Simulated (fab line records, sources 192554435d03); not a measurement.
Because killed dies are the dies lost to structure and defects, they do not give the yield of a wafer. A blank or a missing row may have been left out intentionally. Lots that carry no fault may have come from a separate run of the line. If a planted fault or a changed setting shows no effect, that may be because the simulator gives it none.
Matching of chambers :: flow n5Finfet :: N5_FIN_SAQP_PECVD_47 on pecvd-02: 3 sister chambers
The step deposits a-Si from SiH4/He, target thk 45 nm, time 36.3 s. 6 wafers are shown with their chamber, then 7 later ones without.

## WAFERS WITH THEIR CHAMBER
wafer: L830.2
chamber: 0
throttleValvePct (%): 18.9
showerheadPlenumPTorr (Torr): 5.67

wafer: L835.1
chamber: 1
throttleValvePct (%): 17.7
showerheadPlenumPTorr (Torr): 5.69

wafer: L835.3
chamber: 0
throttleValvePct (%): 18.6
showerheadPlenumPTorr (Torr): 5.69

wafer: L835.6
chamber: 2
throttleValvePct (%): 17.4
showerheadPlenumPTorr (Torr): 5.63

wafer: L837.1
chamber: 1
throttleValvePct (%): 17.9
showerheadPlenumPTorr (Torr): 5.69

wafer: L837.4
chamber: 2
throttleValvePct (%): 17.1
showerheadPlenumPTorr (Torr): 5.64

## WAFERS MISSING THEIR CHAMBER
wafer: L837.5
throttleValvePct (%): 18.6
showerheadPlenumPTorr (Torr): 5.68

wafer: L838.1
throttleValvePct (%): 17.6
showerheadPlenumPTorr (Torr): 5.64

wafer: L838.4
throttleValvePct (%): 17.6
showerheadPlenumPTorr (Torr): 5.64

wafer: L838.6
throttleValvePct (%): 18.9
showerheadPlenumPTorr (Torr): 5.68

wafer: L839.3
throttleValvePct (%): 18.9
showerheadPlenumPTorr (Torr): 5.68

wafer: L839.4
throttleValvePct (%): 17.4
showerheadPlenumPTorr (Torr): 5.63

wafer: L839.6
throttleValvePct (%): 19.2
showerheadPlenumPTorr (Torr): 5.66

## EACH ONE'S CHAMBER
wafer: L837.5
from the rows above: 0
in truth: 0

wafer: L838.1
from the rows above: 2
in truth: 2

wafer: L838.4
from the rows above: 2
in truth: 2

wafer: L838.6
from the rows above: 0
in truth: 0

wafer: L839.3
from the rows above: 0
in truth: 0

wafer: L839.4
from the rows above: 2
in truth: 2

wafer: L839.6
from the rows above: 0
in truth: 0
Placed correctly: 7 of 7. Left unplaced by these rows: 0. Number placed wrongly: 0.
How it was worked out, from the rows above alone: a wafer's distance from a chamber is the root of the sum, over the readings, of the square of ((its reading less the chamber's mean) divided by the reading's scatter). If the next closest chamber is less than 2 further off than the closest, the wafer can't be placed; otherwise it belongs to the closest. Each chamber's mean is taken over the wafers shown for it. The scatter: take each reading less its chamber's mean, square it, sum over the shown wafers, divide by the number of wafers less the number of chambers, and take the root.
